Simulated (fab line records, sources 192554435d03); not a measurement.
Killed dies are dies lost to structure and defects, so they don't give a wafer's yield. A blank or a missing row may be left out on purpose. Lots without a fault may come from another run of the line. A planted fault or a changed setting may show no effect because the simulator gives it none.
Chamber matching | flow n5_finfet | N5_BEOL_M13_DESCUM_15 on rie_diel-01: 4 sister chambers
The step chemistry O2, time 7.9 s. 4 wafers are shown with their chamber, then 7 later ones without.

WAFERS WITH THEIR CHAMBER
wafer  | chamber | showerhead_plenum_p_Torr (Torr)
L081.2 | 3       | 2.01
L091.4 | 1       | 2.17
L092.1 | 2       | 2.12
L092.3 | 0       | 2.11

WAFERS WITHOUT THEIR CHAMBER
wafer  | showerhead_plenum_p_Torr (Torr)
L092.6 | 2.16
L093.3 | 2.12
L093.5 | 2.12
L093.6 | 2.00
L097.3 | 2.16
L097.5 | 2.16
L097.6 | 2.11

WHICH CHAMBER EACH WENT THROUGH
wafer  | from the rows above     | in truth
L092.6 | 1                       | 1
L093.3 | can't be placed: 2 or 0 | 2
L093.5 | can't be placed: 2 or 0 | 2
L093.6 | 3                       | 3
L097.3 | 1                       | 1
L097.5 | 1                       | 1
L097.6 | can't be placed: 0 or 2 | 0
Placed correctly: 4 of 7. Can't be placed from these rows: 3 (the true chamber is among the candidates in 3). Placed wrongly: 0.
How it was worked out, from the rows above alone: a wafer's distance from a chamber is the root of the sum, over the readings, of the square of ((its reading less the chamber's mean) divided by the reading's scatter). The wafer belongs to the nearest chamber; if the next one is less than 2 further off, it can't be placed. A chamber's mean is the mean of its shown wafers. The scatter: with one shown wafer a chamber, the root of the mean of the squares of how far each hidden wafer lies from its nearest shown one.
